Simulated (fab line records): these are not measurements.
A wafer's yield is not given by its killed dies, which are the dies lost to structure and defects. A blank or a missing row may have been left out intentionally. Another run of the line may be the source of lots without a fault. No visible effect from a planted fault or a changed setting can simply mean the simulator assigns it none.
Chamber matching :: flow n5_finfet :: N5_BEOL_M1_ETCHBACK_99 on rie_diel-06 has 4 sister chambers
The step etches SiO2 in CHF3, target depth 5 nm, time 10.4 s. 7 wafers are shown with their chamber, then 8 later ones without.

## WAFERS PAIRED WITH THEIR CHAMBERS
wafer: L077.6
chamber: 0
throttle_valve_pct (%): 17.25
oes_product_au (a.u.): 0.76

wafer: L076.4
chamber: 1
throttle_valve_pct (%): 16.65
oes_product_au (a.u.): 0.82

wafer: L076.6
chamber: 0
throttle_valve_pct (%): 17.26
oes_product_au (a.u.): 0.77

wafer: L080.2
chamber: 1
throttle_valve_pct (%): 16.66
oes_product_au (a.u.): 0.82

wafer: L080.4
chamber: 3
throttle_valve_pct (%): 16.97
oes_product_au (a.u.): 1.00

wafer: L080.5
chamber: 2
throttle_valve_pct (%): 17.14
oes_product_au (a.u.): 0.71

wafer: L081.3
chamber: 2
throttle_valve_pct (%): 17.13
oes_product_au (a.u.): 0.71

## WAFERS WHOSE CHAMBER IS MISSING
wafer: L081.5
throttle_valve_pct (%): 16.66
oes_product_au (a.u.): 0.81

wafer: L081.6
throttle_valve_pct (%): 17.26
oes_product_au (a.u.): 0.77

wafer: L085.2
throttle_valve_pct (%): 17.14
oes_product_au (a.u.): 0.69

wafer: L085.3
throttle_valve_pct (%): 17.00
oes_product_au (a.u.): 0.96

wafer: L085.4
throttle_valve_pct (%): 16.67
oes_product_au (a.u.): 0.80

wafer: L096.1
throttle_valve_pct (%): 17.28
oes_product_au (a.u.): 0.75

wafer: L096.2
throttle_valve_pct (%): 17.02
oes_product_au (a.u.): 0.95

wafer: L096.5
throttle_valve_pct (%): 17.03
oes_product_au (a.u.): 0.95

## WHICH CHAMBER EACH ONE RAN IN
wafer: L081.5
from the rows above: 1
in truth: 1

wafer: L081.6
from the rows above: 0
in truth: 0

wafer: L085.2
from the rows above: 2
in truth: 2

wafer: L085.3
from the rows above: 3
in truth: 3

wafer: L085.4
from the rows above: 1
in truth: 1

wafer: L096.1
from the rows above: 0
in truth: 0

wafer: L096.2
from the rows above: 3
in truth: 3

wafer: L096.5
from the rows above: 3
in truth: 3
8 of 8 placed correctly. Can't be placed from these rows: 0. Number placed wrongly: 0.
How it was worked out, from the rows above alone: a wafer's distance from a chamber is the root of the sum, over the readings, of the square of ((its reading less the chamber's mean) divided by the reading's scatter). If the next closest chamber is less than 2 further off than the closest, the wafer can't be placed; otherwise it belongs to the closest. For every chamber, the mean is computed from those of its wafers that are shown. The scatter: the root of (the sum of the squares of (reading less its chamber's mean) over the shown wafers, divided by (wafers less chambers)).
